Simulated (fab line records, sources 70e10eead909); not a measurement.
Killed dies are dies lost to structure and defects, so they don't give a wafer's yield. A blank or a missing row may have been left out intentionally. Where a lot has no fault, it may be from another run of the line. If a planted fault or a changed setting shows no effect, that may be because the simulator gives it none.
What tool caused it? -- flow nand harc -- 12 lots with 36 wafers sampled at 5 steps, on a route of 1302 steps

## WHAT THE GAUGES SHOWED, per wafer
NHARC_END_SORT_01. Usual: killed at array 49, standard deviation 18; killed at other 0.7, standard deviation 1.1; killed at periphery 4.0, standard deviation 2.6; killed dies 54, standard deviation 19; killed open 3.4, standard deviation 1.7; killed short 2.5, standard deviation 1.7.
lot,measured,on,killed at array,killed at other,killed at periphery,killed dies,killed open,killed short,flag
L663,day 29 07:04,prober-02,39 25 31,0 0 0,12 4 13,51 29 44,4 4 3,6 1 5,
L665,day 29 21:17,prober-01,59 53 64,1 1 2,9 3 7,69 57 73,3 3 4,3 1 1,

## EACH LOT AND THE TOOL THAT RAN IT (in order: tool; ch and the chambers of the sampled wafers; start)
lot,NHARC_P_GATE_STRIP_113,NHARC_P_GATE_STRIP_95,NHARC_P_GATE_RTA_80,NHARC_P_CONTACT_ETCH_35
L651,"plasma asher-01 ch 0,1, day 5 17:09","plasma asher-01 ch 0,1, day 5 17:39","rtp anneal-02 ch 0, day 5 18:51","rie diel-02 ch 1,2,3, day 5 21:20"
L652,"plasma asher-01 ch 0,1, day 5 22:58","plasma asher-01 ch 0,1, day 5 23:41","rtp anneal-02 ch 0, day 6 00:51","rie diel-02 ch 0,1,2, day 6 03:16"
L654,"plasma asher-01 ch 0,1, day 7 04:56","plasma asher-01 ch 0,1, day 7 05:38","rtp anneal-01 ch 0, day 7 06:48","rie diel-05 ch 1,2, day 7 09:21"
L655,"plasma asher-02 ch 0,1, day 7 08:52","plasma asher-02 ch 0,1, day 7 09:35","rtp anneal-01 ch 0, day 7 10:45","rie diel-02 ch 0,2, day 7 13:18"
L656,"plasma asher-02 ch 0,1, day 7 20:46","plasma asher-02 ch 0,1, day 7 21:22","rtp anneal-01 ch 0, day 7 22:34","rie diel-06 ch 1,3, day 8 01:07"
L660,"plasma asher-01 ch 0,1, day 9 13:30","plasma asher-01 ch 0,1, day 9 14:13","rtp anneal-01 ch 0, day 9 15:25","rie diel-06 ch 1,2,3, day 9 17:55"
L663,"plasma asher-01 ch 0,1, day 10 12:17","plasma asher-01 ch 0,1, day 10 13:00","rtp anneal-02 ch 0, day 10 14:10","rie diel-06 ch 0,1,2, day 10 16:36"
L665,"plasma asher-01 ch 0,1, day 11 18:48","plasma asher-01 ch 0,1, day 11 19:31","rtp anneal-01 ch 0, day 11 20:42","rie diel-06 ch 1,2,3, day 11 23:13"
L666,"plasma asher-02 ch 0,1, day 11 22:44","plasma asher-02 ch 0,1, day 11 23:14","rtp anneal-01 ch 0, day 12 00:26","rie diel-05 ch 1,2, day 12 02:55"
L668,"plasma asher-01 ch 0,1, day 12 19:53","plasma asher-01 ch 0,1, day 12 20:30","rtp anneal-01 ch 0, day 12 21:41","rie diel-02 ch 2,3, day 13 00:05"
L671,"plasma asher-02 ch 0,1, day 14 03:20","plasma asher-02 ch 0,1, day 14 03:57","rtp anneal-01 ch 0, day 14 05:08","rie diel-05 ch 0,1,3, day 14 07:40"
L674,"plasma asher-02 ch 0,1, day 15 13:11","plasma asher-02 ch 0,1, day 15 13:41","rtp anneal-01 ch 0, day 15 14:56","rie diel-05 ch 0,3, day 15 17:42"
- NHARC_P_GATE_STRIP_113: strips in N2/H2, time 740 s.
- NHARC_P_GATE_STRIP_95: strips in O2.
- NHARC_P_GATE_RTA_80: time 30 s.
- NHARC_P_CONTACT_ETCH_35: etches the open film in CF4, target depth 39 nm, time 65 s.

## WHAT THE TOOLS THEMSELVES READ (means of the sampled wafers that have a number; where no wafer has one, the mark that the record gives instead)
NHARC_P_GATE_STRIP_113. Usual: drypump motor current A 5.72 A, standard deviation 0.26; heater power w 87.5 W, standard deviation 2.5.
lot,tool,drypump motor current A (A),heater power w (W),flag
L651,plasma asher-01,5.82,88.5,
L652,plasma asher-01,5.67,89.2,
L654,plasma asher-01,5.82,87.5,
L655,plasma asher-02,5.79,84.5,
L656,plasma asher-02,5.81,84.2,
L660,plasma asher-01,5.83,88.1,
L663,plasma asher-01,5.83,88.3,
L665,plasma asher-01,5.81,88.9,
L666,plasma asher-02,5.78,84.7,
L668,plasma asher-01,5.83,89.6,
L671,plasma asher-02,5.77,86.5,
L674,plasma asher-02,5.59,88.5,

NHARC_P_GATE_STRIP_95. Usual: drypump motor current A 5.72 A, standard deviation 0.26; heater power w 327 W, standard deviation 10.
lot,tool,drypump motor current A (A),heater power w (W),flag
L651,plasma asher-01,5.82,332,
L652,plasma asher-01,5.67,327,
L654,plasma asher-01,5.82,331,
L655,plasma asher-02,5.78,320,
L656,plasma asher-02,5.78,314,
L660,plasma asher-01,5.84,335,
L663,plasma asher-01,5.81,329,
L665,plasma asher-01,5.82,336,
L666,plasma asher-02,5.80,316,
L668,plasma asher-01,5.82,336,
L671,plasma asher-02,5.79,320,
L674,plasma asher-02,5.59,329,

NHARC_P_GATE_RTA_80. Usual: anneal temp c max 301.9, standard deviation 0.41; lamp power pct 2.17 %, standard deviation 0.039; lamp_zone_6_pct 2.15 %, standard deviation 0.039; wafer_temp_C_max 301.13, standard deviation 0.24.
lot,tool,anneal temp c max,lamp power pct (%),lamp_zone_6_pct (%),wafer_temp_C_max,flag
L651,rtp anneal-02,302.4,2.12,2.10,301.19,
L652,rtp anneal-02,302.3,2.12,2.10,300.91,
L654,rtp anneal-01,301.6,2.20,2.18,300.94,
L655,rtp anneal-01,301.4,2.20,2.18,300.80,
L656,rtp anneal-01,302.2,2.20,2.18,301.25,
L660,rtp anneal-01,301.8,2.21,2.19,300.88,
L663,rtp anneal-02,302.0,2.12,2.10,301.01,
L665,rtp anneal-01,301.9,2.20,2.18,301.05,
L666,rtp anneal-01,301.6,2.20,2.18,301.17,
L668,rtp anneal-01,301.9,2.21,2.19,301.17,
L671,rtp anneal-01,302.0,2.20,2.18,300.92,
L674,rtp anneal-01,302.1,2.20,2.18,301.19,

NHARC_P_CONTACT_ETCH_35. Usual: bias w 100.0 W, standard deviation 0.33; drypump motor current A 6.0 A, standard deviation 0.5; oes product au 1.001 a.u., standard deviation 0.0095; rf vpp V 151.3 V, standard deviation 1; showerhead plenum p Torr 1.77 Torr, standard deviation 0.063; throttle valve pct 13.284 %, standard deviation 0.0082.
lot,tool,bias w (W),drypump motor current A (A),oes product au (a.u.),rf vpp V (V),showerhead plenum p Torr (Torr),throttle valve pct (%),flag
L651,rie diel-02,100.1,6.1,1.003,151.9,1.82,13.282,
L652,rie diel-02,100.0,6.3,0.992,151.4,1.78,13.288,
L654,rie diel-05,99.7,5.9,0.999,150.9,1.79,13.285,
L655,rie diel-02,100.3,6.4,0.996,151.2,1.74,13.284,
L656,rie diel-06,99.9,5.9,1.004,151.9,1.80,13.277,
L660,rie diel-06,100.2,6.1,1.002,151.3,1.76,13.283,
L663,rie diel-06,100.4,6.2,0.852,150.8,1.78,13.276,OFF
L665,rie diel-06,100.1,6.1,0.856,151.5,1.76,13.293,OFF
L666,rie diel-05,100.4,5.9,0.994,151.4,1.79,13.282,
L668,rie diel-02,100.2,6.1,0.997,150.9,1.77,13.289,
L671,rie diel-05,100.1,5.8,1.005,151.8,1.77,13.274,
L674,rie diel-05,100.1,5.2,1.006,151.3,1.79,13.276,

## THE ANSWER, worked out from the rows above alone
Rule: a lot counts as off when the mean over its wafers that have a number is more than 3 standard deviations away from the usual mean. Also off: a lot with no number at a reading for which 4 or more lots have one. Where the step has rows for the other lots, those lots are counted as sound. After the gauges, taken in route order, come the tools' own readings; for these a lot's mean is taken, as printed above. At the first step where some lot is off, the reading lying furthest off is the one used; lots without a number count as furthest.
Off, at NHARC_P_CONTACT_ETCH_35 on oes product au: L663, L665.
If a tool, at that step or one of the process steps before it, ran each lot that is off and ran no sound lot following the first of them, it fits. One fits: NHARC_P_CONTACT_ETCH_35 on rie diel-06. A fault onset in the window from L660 (day 9 17:55, its last sound lot) to L663 (day 10 16:36, its first lot off) fits.
The tool's own readings at NHARC_P_CONTACT_ETCH_35 bear it out: on the lots that are off they differ by more than 5 times the standard deviation of the sound lots' means. oes product au reads 0.854 a.u. there against 1.000 a.u. on the sound lots.

## WHAT HAD BEEN PUT IN BY THE SIMULATOR
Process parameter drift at NHARC_P_CONTACT_ETCH_35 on rie diel-06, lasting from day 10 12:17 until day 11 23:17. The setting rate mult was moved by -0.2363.
Struck lots among those shown: L663, L665. Same finding as the rule above.
